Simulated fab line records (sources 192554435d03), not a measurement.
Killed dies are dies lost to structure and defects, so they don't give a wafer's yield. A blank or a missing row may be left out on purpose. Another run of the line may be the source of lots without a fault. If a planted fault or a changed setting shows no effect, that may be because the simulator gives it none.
Which tool is to blame?    flow n5Finfet    11 lots, 33 wafers sampled, at 3 steps of a route of 1938

## WHAT THE GAUGES SHOWED, per wafer
N5_BEOL_M7_THK_MEAS_01.
lot   measured      on            M7_ILD_THK (nm)
L938  day 10 07:03  filmMetro-02  154.0 157.7 157.4
L939  day 10 14:25  filmMetro-02  159.2 158.4 158.3
L940  day 10 16:38  filmMetro-01  154.5 153.7 152.8
L942  day 11 07:21  filmMetro-01  153.0 154.3 154.2
L945  day 12 12:38  filmMetro-02  179.6 181.4 181.0
L947  day 12 17:39  filmMetro-01  176.2 180.3 178.6
L946  day 12 18:26  filmMetro-01  179.1 181.9 183.1
L955  day 14 15:26  filmMetro-01  152.3 155.9 156.0
L956  day 14 20:49  filmMetro-01  153.7 154.6 155.5
L954  day 14 23:01  filmMetro-02  150.7 153.2 154.7
L958  day 15 06:26  filmMetro-01  154.2 156.0 154.0

## WHICH TOOL RAN EACH LOT (tool, then ch and the chambers of the sampled wafers, then the start)
lot   N5_BEOL_M6_STRIP_36                N5_BEOL_M7_CURE_74
L938  rieDiel-01 ch 2,3, day 10 02:09    uvCure-02 ch 1, day 10 06:32
L939  rieDiel-04 ch 0,2, day 10 09:33    uvCure-03 ch 0, day 10 14:04
L940  rieDiel-01 ch 1,2,3, day 10 12:53  uvCure-03 ch 1, day 10 16:12
L942  rieDiel-01 ch 0,3, day 11 02:48    uvCure-02 ch 2, day 11 06:50
L945  rieDiel-01 ch 0,1,2, day 12 08:32  uvCure-03 ch 0, day 12 12:07
L947  rieDiel-04 ch 0,1,3, day 12 13:20  uvCure-03 ch 2, day 12 17:08
L946  rieDiel-01 ch 1,2,3, day 12 13:30  uvCure-03 ch 0, day 12 17:55
L955  rieDiel-03 ch 0,2,3, day 14 11:26  uvCure-02 ch 0, day 14 14:56
L956  rieDiel-01 ch 0,1,3, day 14 16:55  uvCure-02 ch 2, day 14 20:23
L954  rieDiel-04 ch 1,3, day 14 19:08    uvCure-02 ch 0, day 14 22:39
L958  rieDiel-04 ch 1,2,3, day 15 02:49  uvCure-03 ch 0, day 15 05:56
- N5_BEOL_M6_STRIP_36: strips in N2/H2.
- N5_BEOL_M7_CURE_74: cures SiCOH lowk, time 240 s.

## THE ANSWER, worked out from the rows above alone
Rule: usual is defined by the lots themselves. Put in order of their means at a reading, lots are off if they are a third of the lots or fewer, leave a main group of 4 or more, and stand apart from it by a gap of 3 or more times the standard deviation of the main group's means; of several such gaps the widest counts. If all means in a main group match to the digits the tables above print for the reading, that group is not used. Also off: a lot with no number at a reading for which 4 or more lots have one. All remaining lots with rows at the step are treated as sound.
Off: L945, L947, L946, seen at N5_BEOL_M7_THK_MEAS_01 (M7_ILD_THK). The main group: mean 154.9 nm, standard deviation 1.7.
A tool fits if, at a process step before that reading, it ran every lot that is off, and no sound lot after the first of them. The gauges at N5_BEOL_M7_THK_MEAS_01 are tried like those tools. Not one of the candidates tried fits.

## WHAT WAS PUT IN BY THE SIMULATOR
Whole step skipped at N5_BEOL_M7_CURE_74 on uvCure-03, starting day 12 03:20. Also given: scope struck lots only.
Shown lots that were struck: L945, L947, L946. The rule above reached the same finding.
